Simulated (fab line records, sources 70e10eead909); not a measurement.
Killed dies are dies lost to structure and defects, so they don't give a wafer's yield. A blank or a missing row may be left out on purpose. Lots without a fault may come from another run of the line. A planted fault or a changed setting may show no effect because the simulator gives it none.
Chamber matching | flow nand_harc | NHARC_A_STAIRCASE_CMP_450 on cmp-02: 4 sister chambers
The step polishes SiO2, target thk 200 nm. 16 wafers are shown with their chamber, then 8 later ones without.

WAFERS WITH THEIR CHAMBER
wafer  | chamber | motor_current_A (A)
L077.1 | 3       | 11.7
L077.2 | 2       | 10.8
L077.3 | 0       | 10.8
L077.4 | 1       | 13.0
L077.5 | 3       | 11.6
L077.6 | 0       | 11.6
L079.1 | 1       | 12.8
L079.2 | 0       | 11.2
L079.5 | 1       | 12.6
L084.2 | 0       | 11.4
L084.3 | 2       | 10.8
L084.6 | 3       | 11.5
L087.1 | 2       | 11.2
L087.4 | 3       | 11.5
L087.6 | 2       | 11.0
L090.2 | 1       | 13.0

SIGNATURES (means of the wafers above)
reading         | chamber 0 | chamber 1 | chamber 2 | chamber 3 | scatter within a chamber
motor_current_A | 11.250    | 12.850    | 10.950    | 11.575    | 0.223
Rule: a wafer's distance from a chamber is the root of the sum, over the readings, of the square of ((its reading less the chamber's mean) divided by the reading's scatter). The wafer belongs to the nearest chamber; if the next one is less than 2 further off, it can't be placed. The scatter: the root of (the sum of the squares of (reading less its chamber's mean) over the shown wafers, divided by (wafers less chambers)).

WAFERS WITHOUT THEIR CHAMBER
wafer  | motor_current_A (A)
L090.3 | 11.8
L090.5 | 11.7
L096.1 | 10.8
L096.3 | 11.7
L096.6 | 12.0
L095.3 | 11.9
L095.4 | 10.7
L095.6 | 11.3

WHICH CHAMBER EACH WENT THROUGH
wafer  | from the rows above          | in truth
L090.3 | can't be placed: 3 or 0      | 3
L090.5 | can't be placed: 3 or 0      | 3
L096.1 | can't be placed: 2 or 0      | 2
L096.3 | can't be placed: 3 or 0      | 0
L096.6 | can't be placed: 3 or 0 or 1 | 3
L095.3 | can't be placed: 3 or 0      | 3
L095.4 | can't be placed: 2 or 0      | 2
L095.6 | can't be placed: 0 or 3 or 2 | 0
Placed correctly: 0 of 8. Can't be placed from these rows: 8 (the true chamber is among the candidates in 8). Placed wrongly: 0.
